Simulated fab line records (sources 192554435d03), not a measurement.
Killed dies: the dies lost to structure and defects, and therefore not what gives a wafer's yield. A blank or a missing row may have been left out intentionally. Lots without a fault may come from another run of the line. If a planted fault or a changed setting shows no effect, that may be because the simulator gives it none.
The tool behind it: which one?    flow n5 finfet    11 lots, 33 wafers sampled, at 2 steps of a route of 1938

WHAT THE GAUGES READ, wafer by wafer
N5_BEOL_M7_CD_MEAS_35: the cd target is 40 nm.
lot   measured      on         cd nm (nm)
L377  day 8 20:54   cd sem-03  39.9 39.9 39.9
L379  day 9 08:06   cd sem-02  40.4 40.0 40.4
L380  day 9 23:10   cd sem-02  40.0 39.4 40.0
L381  day 10 06:55  cd sem-03  40.2 40.5 40.1
L383  day 10 10:41  cd sem-03  39.8 39.8 38.8
L384  day 11 02:19  cd sem-01  40.2 40.3 40.4
L388  day 13 00:48  cd sem-03  41.2 41.2 41.0
L395  day 13 23:51  cd sem-02  39.4 39.6 39.7
L396  day 14 03:49  cd sem-03  40.4 40.1 40.6
L397  day 14 06:38  cd sem-03  40.8 40.2 40.4
L399  day 15 09:15  cd sem-01  40.3 40.6 40.3

WHICH TOOL RAN EACH LOT (tool, then ch and the chambers of the sampled wafers, then the start)
lot   N5_BEOL_M7_ETCH_62
L377  rie diel-05 ch 0,1,2, day 8 19:23
L379  rie diel-03 ch 0,2,3, day 9 05:04
L380  rie diel-03 ch 0,1, day 9 21:39
L381  rie diel-05 ch 1,2, day 10 03:55
L383  rie diel-03 ch 0,1,2, day 10 07:17
L384  rie diel-03 ch 2,3, day 10 21:20
L388  rie diel-05 ch 0,2, day 12 23:25
L395  rie diel-04 ch 0,1,3, day 13 22:12
L396  rie diel-04 ch 0,1,2, day 14 01:49
L397  rie diel-03 ch 1,2,3, day 14 04:11
L399  rie diel-03 ch 0,1,2, day 15 07:07
- N5_BEOL_M7_ETCH_62: etches SOC in N2/H2, target depth 110 nm, overetch 22 nm, time 165 s.

AS READ BY THE TOOLS THEMSELVES (means over the sampled wafers that have a number; for cases with no such wafer, the mark the record gives instead)
N5_BEOL_M7_ETCH_62.
lot   tool         drypump motor current A (A)  oes product au (a.u.)  rf vpp V (V)  showerhead plenum p Torr (Torr)  throttle valve pct (%)
L377  rie diel-05  5.6                          0.64                   526.0         2.61                             18.02
L379  rie diel-03  5.8                          0.61                   523.4         2.52                             17.83
L380  rie diel-03  6.3                          0.65                   522.7         2.50                             17.84
L381  rie diel-05  5.7                          0.61                   525.9         2.63                             18.01
L383  rie diel-03  5.9                          0.65                   523.2         2.50                             17.79
L384  rie diel-03  5.5                          0.61                   523.4         2.52                             17.79
L388  rie diel-05  5.4                          0.64                   525.6         2.57                             18.15
L395  rie diel-04  6.0                          0.63                   525.2         2.58                             17.90
L396  rie diel-04  6.0                          0.63                   524.7         2.57                             17.90
L397  rie diel-03  5.7                          0.62                   522.6         2.49                             17.86
L399  rie diel-03  5.9                          0.63                   522.9         2.49                             17.84

THE ANSWER, worked out from the rows above alone
Rule: usual is defined by the lots themselves. Put in order of their means at a reading, lots are off if they are a third of the lots or fewer, leave a main group of 4 or more, and stand apart from it by a gap of 3 or more times the standard deviation of the main group's means; of several such gaps the widest counts. The tables above print the reading to a certain number of digits; a main group whose means all agree to those digits is not used. A lot without any number at a reading at which 4 lots or more have one is off too. The other lots that the step has rows for count as sound. The gauges are gone through in route order, then the tools' own readings, and for those a lot's mean is taken as printed above. At the first step where some lot is off, the reading lying furthest off is the one used; lots without a number count as furthest.
No lot is off on any of the readings shown, so nothing can be concluded from this.

WHAT HAD BEEN PUT IN BY THE SIMULATOR
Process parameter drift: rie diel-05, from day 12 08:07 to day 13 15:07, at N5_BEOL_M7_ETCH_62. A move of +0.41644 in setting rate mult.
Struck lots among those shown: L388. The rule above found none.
